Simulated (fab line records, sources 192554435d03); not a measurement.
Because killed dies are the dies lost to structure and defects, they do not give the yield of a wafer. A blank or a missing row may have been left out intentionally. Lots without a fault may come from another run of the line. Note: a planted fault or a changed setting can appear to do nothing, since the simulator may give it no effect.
A struck lot beside a sound one + flow n5-finfet + 16 out of 1938 route steps
Sound: these wafers, L372.1, L372.3, L372.6. The struck wafers were L375.2, L375.4, L375.5. The cause is given at the end.
For every step that has rows: the tool of each side, followed by ch and its chambers, followed by its first start. Under that, the readings that differ: sound wafers + struck wafers + difference of the means + sigmas: that difference in standard deviations of wafers without a fault.
alike: a reading whose means differ by less than 2 such deviations, as well as words and numbers matching on both sides. not compared: withheld readings; readings where some wafer has no value; bounds like >300 that might hide an equal value; numbers whose values overlap and for which the record gives no deviation.
The two part at a step that has a row with sigmas, a row that says differs or no value, or rows on one side only. Non-overlapping numbers with no deviation appear without sigmas and do not part them. Lack of a reading on every wafer of one side parts them only where that side has two or more wafers.

N5_DUMMY_GATE_ETCH_42: etches SiO2 in CHF3/O2, target depth 3.5 nm, time 31 s.
  sound on rie-diel-06 ch 0,3, day 3 22:32; struck on rie-diel-03 ch 0,1,3, day 4 17:04
  alike: drypump-motor-current-A, mfc-ar-sccm, oes-product-au, rf-fwd-power-W, rf-vpp-V, showerhead-plenum-p-Torr, throttle-valve-pct
  not compared: rf-hours-counter-h
N5_DUMMY_GATE_STRIP_48: strips in N2/H2, time 20 s.
  sound on rie-diel-06 ch 0,3, day 3 22:35; struck on rie-diel-03 ch 0,1,3, day 4 17:07
  alike: drypump-motor-current-A, h2-flow-sccm, oes-product-au, rf-vpp-V, showerhead-plenum-p-Torr, throttle-valve-pct
  not compared: rf-hours-counter-h
then, 5 steps without rows for these wafers: N5_DUMMY_GATE_PRECLEAN_33 (cleans in dHF, time 10 s); N5_DUMMY_GATE_PRECLEAN_25 (cleans in O3/DIW, time 45 s); N5_DUMMY_GATE_PRECLEAN_51 (cleans in SC2, time 45 s); N5_DUMMY_GATE_SRD_26 (time 30 s); N5_DUMMY_GATE_UV_OZONE_45 (time 120 s).
N5_DUMMY_GATE_INSPECT_27: inspects for defects (brightfield).
  sound: defect-inspect-02 at day 3 22:47; struck: defect-inspect-02 at day 4 17:18
  alike: raw-defect-count
N5_SPACER0_ALD_07: deposits SiNx, target thk 2 nm.
  sound on ald-sin-01 ch 0,2, day 3 23:19; struck on ald-sin-03 ch 0,1,2, day 4 17:53
  alike: heater-power-outer-w, heater-power-w
N5_SPACER0_ALD_00: deposits SiOCN, target thk 3.5 nm, pulse time 3 s, purge time 2 s.
  sound on ald-sin-01 ch 0,2, day 3 23:28; struck on ald-sin-03 ch 0,1,2, day 4 18:02
  alike: heater-power-outer-w, heater-power-w, precursor-pulse-height-rel
N5_SPACER0_ALD_08: deposits SiNx, target thk 2 nm.
  sound on ald-sin-01 ch 0,2, day 3 23:43; struck on ald-sin-03 ch 0,1,2, day 4 18:17
  alike: heater-power-outer-w, heater-power-w
N5_SPACER0_INSPECT_04: inspects for defects (darkfield).
  sound: defect-inspect-01 at day 3 23:53; struck: defect-inspect-02 at day 4 18:26
| reading          | sound       | struck      | difference | sigmas |
|------------------|-------------|-------------|------------|--------|
| raw-defect-count | 236 225 239 | 144 129 109 | -106       | -3     |
N5_SD_EPI_N_COAT_32: time 60 s, resist thk 350 nm.
  sound on litho-track-03 ch 0, day 3 23:55; struck on litho-track-03 ch 0, day 4 18:29
| reading                                   | sound                | struck               | difference | sigmas      |
|-------------------------------------------|----------------------|----------------------|------------|-------------|
| spin-speed-rpm (rpm)                      | 1500.7 1500.0 1501.0 | 1662.5 1662.4 1662.1 | +161.8     | +99 or more |
| model.SOC_of_SD_EPI_N_COAT_32.thk-nm (nm) | 351.4 351.2 350.4    | 332.2 332.2 332.8    | -18.6      |             |
  alike: heater-power-total-W, resist-line-temp-C
then, 1 step without rows for these wafers: N5_SD_EPI_N_COAT_33 (time 60 s, resist thk 35 nm).
-- here the record skips 5 days between the struck wafers' starts before and after, leaving off in module SD_EPI_N and picking up in module BEOL_M4 (first step shown: number 1111 of the route) --
N5_BEOL_M4_RC_MEAS_101:
  sound on prober-01 ch 0, day 8 23:29; struck on prober-02 ch 0, day 9 10:46
| reading        | sound                | struck               | difference | sigmas |
|----------------|----------------------|----------------------|------------|--------|
| DIBL_P (mV/V)  | 34.9 31.8 35.2       | 39.2 36.5 38.0       | +3.9       | +2     |
| IOFF_P (nA/um) | 0.214 0.169 0.216    | 0.289 0.245 0.270    | +0.068     | +3     |
| ION_P (uA/um)  | 456 459 451          | 477 472 469          | +17        | +3     |
| VT_P (mV)      | -250.2 -252.4 -249.4 | -244.3 -244.6 -244.3 | +6.3       | +3     |
  alike: DIBL_N, IOFF_N, ION_N, SS_N, SS_P, VT_N
-- the record jumps here: 4 days lie between the struck wafers' starts before and after (it left off in module BEOL_M4 and takes up again in module PASSIVATION, whose first step shown is number 1936 of the route) --
N5_PASSIVATION_PROBE_49:
  sound: prober-01 at day 13 07:41; struck: prober-02 at day 13 11:59
| reading                  | sound          | struck         | difference | sigmas |
|--------------------------|----------------|----------------|------------|--------|
| defect-limited-yield (%) | 89.8 90.9 89.2 | 93.2 93.6 92.2 | +3.0       | +2     |
| killed-dies              | 120 107 128    | 80 75 92       | -36        | -2     |
| killed-open              | 87 77 89       | 49 49 58       | -32        | -3     |
| sort_bin_5_function (%)  | 6.3 5.2 6.6    | 3.9 3.7 4.8    | -1.9       | -2     |
| sort-n-pass              | 1060 1073 1052 | 1100 1105 1088 | +36        | +2     |
| sort-yield-pct (%)       | 89.8 90.9 89.2 | 93.2 93.6 92.2 | +3.0       | +2     |
  alike: killed_at_M0_to_M3, killed_at_M4_up, killed-at-contacts, killed-at-front-end, killed-at-other, killed-short, sort_bin_6_memory

WHERE THEY PART
First at N5_SPACER0_INSPECT_04; last, within this record, at N5_PASSIVATION_PROBE_49.

WHY: the cause the simulator had injected
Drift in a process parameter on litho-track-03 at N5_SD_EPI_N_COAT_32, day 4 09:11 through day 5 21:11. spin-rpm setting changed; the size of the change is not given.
